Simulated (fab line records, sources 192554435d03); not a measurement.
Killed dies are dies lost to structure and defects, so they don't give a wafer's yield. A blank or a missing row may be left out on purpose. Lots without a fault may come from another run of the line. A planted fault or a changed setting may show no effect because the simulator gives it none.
fab line records | flow n5_finfet
record lots=7 wafers=21
route steps=1938 shown BEOL_M8@1332 BEOL_M10@1509 BEOL_M11@1540 BEOL_M12@1639
start_h: hours from the record's first day to the start of the lot's first wafer shown | wait_h: hours since the lot's step before | " the same as in the row above | L1.1+2: a row that stands for several wafers | - no value, or no start given | * or withheld: withheld | < > ~ a bound
route shown NAME@n: a module of which the file shows steps, and the number in the route of the first | usual: mean/standard deviation of fault-free wafers | same: alike in all rows | chamber/n: place in a boat | sites: the reading at each site | _std_site: their standard deviation | _edge_site: outer sites' mean less inner sites' | radius_mm: how far each site lies from the wafer's centre | mask NAME#n: copy n | behind: the tool/chamber that last shaped the wafer | hold: why the lot was held/for how many hours/how that ended | device: the transistor (n, p or np) that didn't switch | end of line: the same wafers' tests at the end of the route | a step without rows: its recipe alone | killed: dies lost to structure and defects at the first sort, not the wafer's yield | map: a wafer's dies, x killed, . not, _ none there
set.NAME: the setting as run; set.NAME@STEP: as run at that earlier step | model.NAME: the simulator's own value behind a step, which no gauge read
lots whose settings were changed on purpose; a table a step, a row a wafer
## steps
# step N5_BEOL_M8_ILD_DEP_00
# recipe material=SiCOH_lowk target_thk_a=1797.5 temp_c=300 precursor=DEMS/porogen pressure_torr=5 rf_w=500 time_s=33.4
# columns lot.wafer tool chamber start_h wait_h set.time_s model.SiCOH_lowk_of_BEOL_M8_ILD_DEP_00.thk_nm
L078.1 pecvd-02 2 237.97 0.0 33.4 178.4
L078.3 " 1 " " 33.4 176
L078.4 " 0 " " 37.63 199.2
L081.3 pecvd-01 2 252.37 0.1 33.4 178.4
L081.4 " 0 " " 33.4 178.2
L081.6 " 2 " " 33.4 180.4
L083.2 pecvd-03 1 270.80 0.0 33.4 180.4
L083.3 " 0 " " 33.4 179.8
L083.4 " 0 " " 33.4 181.4
L084.1 pecvd-03 0 272.63 0.0 33.4 177.8
L084.4 " 0 " " 33.4 180.8
L084.5 " 1 " " 29.41 162.2
L085.2 pecvd-03 0 281.83 0.0 35.56 186
L085.4 " 2 " " 33.4 183.6
L085.5 " 0 " " 35.56 188.6
L095.1 pecvd-02 2 332.28 0.0 33.4 178.6
L095.4 " 0 " " 33.4 179.4
L095.6 " 1 " " 34.94 187.8
L097.1+2 pecvd-03 1,2 340.23 0.0 31.76 169
L097.4 " 0 " " 33.4 180
# step N5_BEOL_M8_CURE_74
# recipe temp_c=385 time_s=240 ambient=He/Ar material=SiCOH_lowk
# columns lot.wafer tool chamber start_h wait_h set.time_s@BEOL_M8_ILD_DEP_00 model.SiCOH_lowk_of_BEOL_M8_ILD_DEP_00.thk_nm
L078.1 uv_cure-03 2 238.04 0.0 33.4 153.8
L078.3 " 2 " " 33.4 151.6
L078.4 " 2 " " 37.63 172
L081.3 uv_cure-03 1 252.59 0.2 33.4 154
L081.4 " 1 " " 33.4 153.6
L081.6 " 1 " " 33.4 155.6
L083.2 uv_cure-03 0 270.95 0.1 33.4 155.6
L083.3 " 0 " " 33.4 155.2
L083.4 " 0 " " 33.4 156.4
L084.1 uv_cure-02 1 272.70 0.0 33.4 153.4
L084.4 " 1 " " 33.4 155.8
L084.5 " 1 " " 29.41 139.6
L085.2 uv_cure-02 2 281.98 0.1 35.56 160.4
L085.4 " 2 " " 33.4 158.4
L085.5 " 2 " " 35.56 162.8
L095.1 uv_cure-01 2 332.35 0.0 33.4 154
L095.4 " 2 " " 33.4 154.6
L095.6 " 2 " " 34.94 162
L097.1+2 uv_cure-02 0 340.30 0.0 31.76 145.6
L097.4 " 0 " " 33.4 155.2
# step N5_BEOL_M8_THK_MEAS_01
# recipe reads=SiCOH_lowk_of_BEOL_M8_ILD_DEP_00
# usual M8_ILD_THK=154.5/2
# columns lot.wafer tool chamber start_h wait_h set.time_s@BEOL_M8_ILD_DEP_00 M8_ILD_THK[nm]
L078.1 film_metro-01 - 238.55 0.4 33.4 153.9
L078.3 " - " " 33.4 151.7
L078.4 " - " " 37.63 172.0
L081.3 film_metro-01 - 252.95 0.3 33.4 153.8
L081.4 " - " " 33.4 153.6
L081.6 " - " " 33.4 155.6
L083.2 film_metro-02 - 271.38 0.4 33.4 155.6
L083.3 " - " " 33.4 155.0
L083.4 " - " " 33.4 156.5
L084.1 film_metro-02 - 273.69 0.8 33.4 153.4
L084.4 " - " " 33.4 155.9
L084.5 " - " " 29.41 139.5
L085.2 film_metro-01 - 282.41 0.4 35.56 160.5
L085.4 " - " " 33.4 158.4
L085.5 " - " " 35.56 162.6
L095.1 film_metro-02 - 332.86 0.4 33.4 154.0
L095.4 " - " " 33.4 154.7
L095.6 " - " " 34.94 162.0
L097.1 film_metro-02 - 340.81 0.4 31.76 145.7
L097.2 " - " " 31.76 145.7
L097.4 " - " " 33.4 155.2
# step N5_BEOL_M8_PECVD_70
# recipe material=SiO2 target_thk_a=200 temp_c=400 precursor=TEOS/O2 pressure_torr=5.5 rf_w=450 teos_flow_sccm=53.8 gas=O2 flow_sccm=3000 time_s=22.7
# columns lot.wafer tool chamber start_h wait_h set.temp_c model.SiO2_of_BEOL_M8_PECVD_70.thk_nm
L078.1 pecvd-01 2 238.59 0.0 400 19.6
L078.3 " 0 " " 400 19.2
L078.4 " 2 " " 400 19.8
L081.3 pecvd-01 2 253.00 0.1 400 20.2
L081.4+6 " 0 " " 400 19.6
L083.2 pecvd-02 1 271.42 0.0 400 19.8
L083.3 " 2 " " 400 20
L083.4 " 0 " " 400 20.4
L084.1+5 pecvd-03 0 273.73 0.0 400 20
L084.4 " 1 " " 382.4 22.2
L085.2 pecvd-02 2 282.45 0.0 415.9 17.8
L085.4+5 " 2,1 " " 400 20.2
L095.1+6 pecvd-02 0,1 332.90 0.0 400 20.2
L095.4 " 2 " " 394.7 20.6
L097.1 pecvd-01 0 340.84 0.0 400 19.6
L097.2+4 " 2,1 " " 400 20
# step N5_BEOL_M8_HM_DEP_02
# recipe material=TiN target_thk_a=200 temp_c=25 chamber_pressure_pa=0.49996
# step N5_BEOL_M8_COAT_59
# recipe resist=SOC temp_c=250 time_s=60 spin_rpm=1500 resist_thk_nm=100
# step N5_BEOL_M8_STRIP_80
# recipe chemistry=N2/H2 time_s=10 power_w=450 temp_c=40 pressure_mtorr=20 rf_frequency_hz=6e+07 bias_power_w=7 n2_flow_sccm=200 h2_flow_sccm=200
# step N5_BEOL_M8_HM_STRIP_39
# recipe chemistry=peroxide_tin_strip material=TiN target_depth_a=250 temp_c=50 time_s=158
# columns lot.wafer tool chamber start_h wait_h set.temp_c@BEOL_M8_PECVD_70 model.SiO2_of_BEOL_M8_PECVD_70.thk_nm
L078.1 wet_bench-05 7 243.52 0.0 400 19.4
L078.3 " 3 " " 400 19
L078.4 " 0 " " 400 19.8
L081.3 wet_bench-04 6 257.50 0.0 400 20
L081.4 " 4 " " 400 19.6
L081.6 " 5 " " 400 19.4
L083.2+3 wet_bench-03 1,5 276.65 0.0 400 19.8
L083.4 " 7 " " 400 20.2
L084.1+5 wet_bench-05 0,6 279.23 0.0 400 19.8
L084.4 " 3 " " 382.4 22.2
L085.2 wet_bench-04 6 286.98 0.0 415.9 17.6
L085.4+5 " 0,5 " " 400 20
L095.1+6 wet_bench-05 5,6 338.73 0.1 400 20
L095.4 " 0 " " 394.7 20.4
L097.1 wet_bench-04 0 343.95 0.0 400 19.4
L097.2+4 " 2,6 " " 400 19.8
# step N5_BEOL_M10_VIA_ETCH_34
# recipe chemistry=C4F6/O2 target=SiCOH_lowk target_depth_a=1845 mask_material=SOC taper_deg=4 time_s=69.2 ion_energy_ev=250 pressure_mtorr=30 source_w=345 bias_w=185 Ar_flow_sccm=300 C4F6_flow_sccm=10 O2_flow_sccm=10
# columns lot.wafer tool chamber start_h wait_h set.time_s model.etch.depth_nm
L078.1 rie_diel-05 1 261.84 0.0 69.2 186
L078.3 " 0 " " 69.2 181.8
L078.4 " 3 " " 69.2 179.3
L081.3 rie_diel-05 3 275.33 0.0 69.2 180.5
L081.4 " 0 " " 69.2 183.5
L081.6 " 3 " " 69.2 181
L084.1 rie_diel-04 3 294.00 0.0 69.2 188.8
L084.4 " 2 " " 69.2 187.4
L084.5 " 1 " " 76.39 204.6
L083.2 rie_diel-04 0 294.46 0.0 77.96 203.9
L083.3 " 2 " " 69.2 189
L083.4 " 1 " " 69.2 186.8
L085.2 rie_diel-04 1 303.62 0.0 69.2 186.8
L085.4 " 3 " " 80.06 216.8
L085.5 " 2 " " 69.2 188.8
L095.1 rie_diel-05 0 354.21 0.0 77.97 204
L095.4 " 2 " " 77.97 207.4
L095.6 " 3 " " 69.2 180.2
L097.1 rie_diel-04 3 357.77 0.0 69.2 188.3
L097.2 " 2 " " 69.2 189.8
L097.4 " 0 " " 69.2 181.2
# step N5_BEOL_M11_HM_DEP_02
# recipe material=TiN target_thk_a=200 temp_c=25 chamber_pressure_pa=0.49996
# columns lot.wafer tool chamber start_h wait_h set.target_thk_a model.TiN_of_BEOL_M11_HM_DEP_02.thk_nm
L078.1 pvd_sputter-03 - 266.23 0.6 200 20
L078.3 " - " " 200 20.4
L078.4 " - " " 188.2 18.6
L081.3 pvd_sputter-03 - 279.64 0.3 200 19.4
L081.4+6 " - " " 200 19.2
L084.1+5 pvd_sputter-02 - 298.33 0.9 200 19.8
L084.4 " - " " 187.6 18.2
L083.2 pvd_sputter-03 - 298.62 0.2 180.2 17.8
L083.3 " - " " 200 19.6
L083.4 " - " " 180.2 18
L085.2+4 pvd_sputter-02 - 309.84 0.9 200 20
L085.5 " - " " 222.6 22
L095.1 pvd_sputter-01 - 360.13 0.4 214.6 21.8
L095.4 " - " " 200 20.2
L095.6 " - " " 200 20
L097.1 pvd_sputter-02 - 363.59 1.8 200 19.8
L097.2 " - " " 200 20
L097.4 " - " " 181 18.2
# step N5_BEOL_M11_EXPOSE_08
# recipe mask_id=M11 na=1.35 source_shape=dipole sigma_inner=0.411 sigma_outer=0.611 polarization=te dose_mj=53.75
# columns lot.wafer tool chamber start_h wait_h mask set.dose_mj
L078.1+3+4 arfi_scanner-01 0 266.60 - M11#0 53.75
L081.3+4+6 arfi_scanner-01 0 280.05 - M11#0 53.75
L084.1+4+5 arfi_scanner-02 0 298.57 - M11#0 53.75
L083.2+3+4 arfi_scanner-02 0 298.87 - M11#0 53.75
L085.2+4 arfi_scanner-02 0 310.09 - M11#0 53.75
L085.5 " 0 " " M11#0 51.88
L095.1+4+6 arfi_scanner-01 0 360.38 - M11#0 53.75
L097.1+2+4 arfi_scanner-01 0 363.96 - M11#0 53.75
# step N5_BEOL_M11_PEB_09
# recipe peb_temp_c=withheld peb_time_s=60 resist=CAR-ArF
# step N5_BEOL_M11_DEVELOP_10
# recipe develop_time_s=30 developer=TMAH resist=CAR-ArF rinse_liquid=diw dry=air_spin dev_temp_c=23
# step N5_BEOL_M11_STRIP_68
# recipe chemistry=N2/H2 temp_c=40 n2_flow_sccm=200 h2_flow_sccm=200 rf_frequency_hz=6e+07
# step N5_BEOL_M11_STRIP_67
# recipe chemistry=CF4 resist=SiARC power_w=300 bias_power_w=75 pressure_mtorr=50 cf4_flow_sccm=150 rf_frequency_hz=6e+07
# step N5_BEOL_M11_HM_OPEN_17
# recipe chemistry=Cl2/BCl3 target_depth_a=200 overetch_a=60 target=TiN mask_material=SOC ion_energy_ev=150 pressure_mtorr=10 icp_w=1000 bias_w=126 Cl2_flow_sccm=53.25 bcl3_flow_sccm=21.75 Ar_flow_sccm=25
# columns lot.wafer tool chamber start_h wait_h set.target_thk_a@BEOL_M11_HM_DEP_02 model.etch.depth_nm
L078.1 rie_metal-03 1 267.13 0.0 200 19.96
L078.3 " 1 " " 200 20.44
L078.4 " 0 " " 188.2 18.63
L081.3 rie_metal-03 0 280.65 0.1 200 19.41
L081.4 " 1 " " 200 19.21
L081.6 " 1 " " 200 19.25
L084.1 rie_metal-01 0 299.18 0.0 200 19.8
L084.4 " 0 " " 187.6 18.21
L084.5 " 0 " " 200 19.77
L083.2 rie_metal-02 1 299.96 0.0 180.2 17.77
L083.3 " 0 " " 200 19.62
L083.4 " 1 " " 180.2 18.09
L085.2 rie_metal-03 1 310.64 0.0 200 20.09
L085.4 " 0 " " 200 20.01
L085.5 " 0 " " 222.6 22.07
L095.1 rie_metal-01 0 360.87 0.0 214.6 21.86
L095.4 " 0 " " 200 20.18
L095.6 " 1 " " 200 20.06
L097.1 rie_metal-01 1 364.57 0.0 200 19.89
L097.2 " 0 " " 200 19.91
L097.4 " 1 " " 181 18.12
# step N5_BEOL_M12_TRENCH_ETCH_34
# recipe chemistry=C4F8/O2/Ar target=SiOC target_depth_a=3189.5 mask_material=SOC pressure_mtorr=30 source_w=3000 bias_w=700 Ar_flow_sccm=400 C4F8_flow_sccm=15 O2_flow_sccm=8 he_inner_torr=15 he_outer_torr=30 time_s=125.5 ion_energy_ev=250
# columns lot.wafer tool chamber start_h wait_h set.time_s model.etch.depth_nm
L078.1 rie_diel-03 3 274.79 0.0 125.5 310.4
L078.3 " 0 " " 125.5 322
L078.4 " 0 " " 125.5 320.8
L081.3 rie_diel-05 2 289.77 0.0 125.5 314.7
L081.4 " 3 " " 125.5 312
L081.6 " 0 " " 125.5 319.3
L083.2 rie_diel-04 0 306.17 0.0 134 335.6
L083.3 " 2 " " 125.5 328
L083.4 " 3 " " 134 352.4
L084.1 rie_diel-03 2 307.41 0.0 125.5 317.5
L084.4 " 1 " " 125.5 316.8
L084.5 " 3 " " 125.5 309.4
L085.2 rie_diel-05 2 319.85 0.0 125.5 315.7
L085.4 " 3 " " 144.8 361.8
L085.5 " 2 " " 144.8 363.8
L095.1 rie_diel-04 1 367.92 0.0 141.5 363.6
L095.4 " 0 " " 125.5 312.2
L095.6 " 1 " " 125.5 320.6
L097.1 rie_diel-04 1 371.11 0.0 136 347.8
L097.2 " 2 " " 136 351.2
L097.4 " 0 " " 125.5 310.9
# step N5_BEOL_M12_STRIP_70
# recipe chemistry=C4F8/O2/Ar resist=SiARC rf_frequency_hz=6e+07
# step N5_BEOL_M12_OCD_MEAS_35
# usual trench_depth_nm=319/6.3
# columns lot.wafer tool chamber start_h wait_h set.time_s@BEOL_M12_TRENCH_ETCH_34 trench_depth_nm
L078.1 ocd-01 - 274.95 0.0 125.5 311
L078.3 " - " " 125.5 322
L078.4 " - " " 125.5 321
L081.3 ocd-02 - 289.92 0.0 125.5 315
L081.4 " - " " 125.5 312
L081.6 " - " " 125.5 319
L083.2 ocd-02 - 306.33 0.0 134 337
L083.3 " - " " 125.5 328
L083.4 " - " " 134 353
L084.1 ocd-02 - 307.57 0.0 125.5 318
L084.4 " - " " 125.5 317
L084.5 " - " " 125.5 309
L085.2 ocd-01 - 320.01 0.0 125.5 315
L085.4 " - " " 144.8 362
L085.5 " - " " 144.8 364
L095.1 ocd-02 - 368.07 0.0 141.5 363
L095.4 " - " " 125.5 312
L095.6 " - " " 125.5 321
L097.1 ocd-02 - 371.26 0.0 136 348
L097.2 " - " " 136 351
L097.4 " - " " 125.5 311
# step N5_BEOL_M12_ETCH_38
# recipe chemistry=CF4/N2 target=SiCN target_depth_a=687 taper_deg=2 time_s=73.4 ion_energy_ev=150 mask_material=SiO2 pressure_mtorr=40 source_w=430 bias_w=70 Ar_flow_sccm=100 cf4_flow_sccm=60 n2_flow_sccm=60
# columns lot.wafer tool chamber start_h wait_h set.time_s model.etch.depth_nm
L078.1 rie_diel-05 3 276.85 - 73.4 58.15
L078.3 " 1 " " 73.4 59.37
L078.4 " 0 " " 73.4 57.73
L081.3 rie_diel-05 3 290.88 - 73.4 58.61
L081.4 " 0 " " 73.4 58.19
L081.6 " 0 " " 73.4 57.95
L083.2 rie_diel-05 3 306.62 - 73.4 57.4
L083.3 " 0 " " 73.4 57.23
L083.4 " 1 " " 73.4 58.98
L084.1 rie_diel-04 3 310.09 - 62.53 52.53
L084.4 " 2 " " 73.4 59.73
L084.5 " 3 " " 73.4 61.52
L085.2 rie_diel-03 3 322.46 - 73.4 55.68
L085.4 " 1 " " 64.32 52.3
L085.5 " 1 " " 64.32 52.07
L095.1 rie_diel-03 2 368.19 - 73.4 58.89
L095.4 " 3 " " 73.4 55.59
L095.6 " 1 " " 60.11 48.61
L097.1 rie_diel-04 1 372.16 - 73.4 60.17
L097.2 " 2 " " 61.28 48.81
L097.4 " 3 " " 61.28 49.46
# step N5_BEOL_M12_PRECLEAN_39
# recipe chemistry=residue_remover time_s=60 temp_c=40
# step N5_BEOL_M12_SRD_40
# recipe time_s=30 temp_c=23 rinse_liquid=diw dry=n2_spin spin_rpm=1500 dry_time_s=30
# step N5_BEOL_M12_ECD_47
# recipe material=Cu target_thk_a=7200
# step N5_BEOL_M12_ANNEAL_48
# recipe temp_c=225 time_s=90 ambient=N2
# step N5_BEOL_M12_CMP_49
# recipe stop_on=SiOC t_overpolish_s=20.6 down_force_psi=1 platen_rpm=50 clearing_platen_down_force_psi=1.5 clearing_platen_rpm=50 post_cmp_clean=cu_alkaline target_thk_nm=320 clearing_platen_pad_velocity_m_s=0.99484 pad_velocity_m_s=0.99484
# columns lot.wafer tool chamber start_h wait_h set.time_s@BEOL_M12_TRENCH_ETCH_34 model.Cu_of_BEOL_M12_ECD_47.thk_nm
L078.4 cmp-03 1 278.20 0.1 125.5 323.8
L078.3 " 3 " " 125.5 323.4
L078.1 " 0 " " 125.5 313.4
L081.3 cmp-04 2 291.99 0.2 125.5 315.2
L081.4 " 3 " " 125.5 313.2
L081.6 " 3 " " 125.5 322.8
L083.2 cmp-04 0 307.85 0.2 134 337.8
L083.4 " 1 " " 134 353.4
L083.3 " 2 " " 125.5 330.2
L084.4 cmp-01 1 311.74 0.1 125.5 317.6
L084.1 " 3 " " 125.5 317.2
L084.5 " 2 " " 125.5 309.8
L085.4 cmp-04 2 325.67 0.2 144.8 360.4
L085.2 " 0 " " 125.5 315.4
L085.5 " 3 " " 144.8 364.8
L095.1 cmp-04 3 369.22 0.3 141.5 366.2
L095.4 " 0 " " 125.5 313.6
L095.6 " 0 " " 125.5 321.4
L097.2 cmp-03 1 373.78 0.3 136 351.6
L097.1 " 2 " " 136 350.2
L097.4 " 3 " " 125.5 310.8
# step N5_BEOL_M12_THK_MEAS_50
# recipe thk_meas_gauge=xrf reads=Cu_of_BEOL_M12_ECD_47
# usual M12_THK=326/7.5
# columns lot.wafer tool chamber start_h wait_h set.time_s@BEOL_M12_TRENCH_ETCH_34 M12_THK[nm]
L078.1 film_metro-01 - 278.50 - 125.5 318
L078.3 " - " " 125.5 328
L078.4 " - " " 125.5 329
L081.3 film_metro-01 - 292.29 - 125.5 322
L081.4 " - " " 125.5 319
L081.6 " - " " 125.5 326
L083.2 film_metro-01 - 308.11 - 134 345
L083.3 " - " " 125.5 335
L083.4 " - " " 134 359
L084.1 film_metro-02 - 312.03 - 125.5 323
L084.4 " - " " 125.5 323
L084.5 " - " " 125.5 314
L085.2 film_metro-02 - 325.97 - 125.5 320
L085.4 " - " " 144.8 366
L085.5 " - " " 144.8 369
L095.1 film_metro-01 - 369.52 - 141.5 377
L095.4 " - " " 125.5 323
L095.6 " - " " 125.5 330
L097.1 film_metro-02 - 374.03 - 136 356
L097.2 " - " " 136 359
L097.4 " - " " 125.5 317
# step N5_BEOL_M12_PRE_CLEAN_52
# recipe gas=NH3 time_s=15 temp_c=withheld rf_power_w=300
# step N5_BEOL_M12_DEP_53
# recipe material=SiCN target_thk_a=300 temp_c=withheld precursor=3MS/NH3 pressure_torr=3 rf_w=675 time_s=10.5
# step N5_BEOL_M12_RS_MEAS_54
# recipe thk_meas_gauge=four-point-probe reads=Cu_of_BEOL_M12_ECD_47+Ta_of_BEOL_M12_SPUTTER_44+TaN_of_BEOL_M12_SPUTTER_43
# usual M12_RS=0.0601/0.0013
# columns lot.wafer tool chamber start_h wait_h set.time_s@BEOL_M12_TRENCH_ETCH_34 M12_RS[ohm/sq]
L078.1 film_metro-02 - 278.62 0.0 125.5 0.0613
L078.3 " - " " 125.5 0.0592
L078.4 " - " " 125.5 0.0593
L081.3 film_metro-02 - 292.41 0.0 125.5 0.0611
L081.4 " - " " 125.5 0.0613
L081.6 " - " " 125.5 0.0595
L083.2 film_metro-01 - 308.24 0.0 134 0.0567
L083.3 " - " " 125.5 0.0581
L083.4 " - " " 134 0.0542
L084.1 film_metro-02 - 312.19 0.1 125.5 0.0604
L084.4 " - " " 125.5 0.0604
L084.5 " - " " 125.5 0.0621
L085.2 film_metro-02 - 326.09 0.0 125.5 0.0610
L085.4 " - " " 144.8 0.0530
L085.5 " - " " 144.8 0.0523
L095.1 film_metro-01 - 369.64 0.0 141.5 0.0521
L095.4 " - " " 125.5 0.0612
L095.6 " - " " 125.5 0.0596
L097.1 film_metro-02 - 374.16 0.0 136 0.0546
L097.2 " - " " 136 0.0544
L097.4 " - " " 125.5 0.0620
## key
split step=N5_BEOL_M8_ILD_DEP_00 setting=time_s stated=33.4 by=wafer
response step=N5_BEOL_M8_ILD_DEP_00 reading=model.SiCOH_lowk_of_BEOL_M8_ILD_DEP_00.thk_nm change=+1.54 per=1% r=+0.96
response step=N5_BEOL_M8_CURE_74 reading=model.SiCOH_lowk_of_BEOL_M8_ILD_DEP_00.thk_nm change=+1.35 per=1% r=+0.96
response step=N5_BEOL_M8_THK_MEAS_01 reading=M8_ILD_THK change=+1.34 per=1% r=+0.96
split step=N5_BEOL_M8_PECVD_70 setting=temp_c stated=400 by=wafer
response step=N5_BEOL_M8_PECVD_70 reading=model.SiO2_of_BEOL_M8_PECVD_70.thk_nm change=-0.535 per=1% r=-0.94
response step=N5_BEOL_M8_HM_STRIP_39 reading=model.SiO2_of_BEOL_M8_PECVD_70.thk_nm change=-0.559 per=1% r=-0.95
split step=N5_BEOL_M10_VIA_ETCH_34 setting=time_s stated=69.2 by=wafer
response step=N5_BEOL_M10_VIA_ETCH_34 reading=model.etch.depth_nm change=+1.71 per=1% r=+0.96
split step=N5_BEOL_M11_HM_DEP_02 setting=target_thk_a stated=200 by=wafer
response step=N5_BEOL_M11_HM_DEP_02 reading=model.TiN_of_BEOL_M11_HM_DEP_02.thk_nm change=+0.197 per=1% r=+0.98
response step=N5_BEOL_M11_HM_OPEN_17 reading=model.etch.depth_nm change=+0.199 per=1% r=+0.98
split step=N5_BEOL_M11_EXPOSE_08 setting=dose_mj stated=53.75 by=wafer
response none clear
split step=N5_BEOL_M12_TRENCH_ETCH_34 setting=time_s stated=125.5 by=wafer
response step=N5_BEOL_M12_TRENCH_ETCH_34 reading=model.etch.depth_nm change=+3.41 per=1% r=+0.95
response step=N5_BEOL_M12_OCD_MEAS_35 reading=trench_depth_nm change=+3.45 per=1% r=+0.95
response step=N5_BEOL_M12_CMP_49 reading=model.Cu_of_BEOL_M12_ECD_47.thk_nm change=+3.47 per=1% r=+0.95
response step=N5_BEOL_M12_THK_MEAS_50 reading=M12_THK change=+3.57 per=1% r=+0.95
response step=N5_BEOL_M12_RS_MEAS_54 reading=M12_RS change=-0.000613 per=1% r=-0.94
split step=N5_BEOL_M12_ETCH_38 setting=time_s stated=73.4 by=wafer
response step=N5_BEOL_M12_ETCH_38 reading=model.etch.depth_nm change=+0.516 per=1% r=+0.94
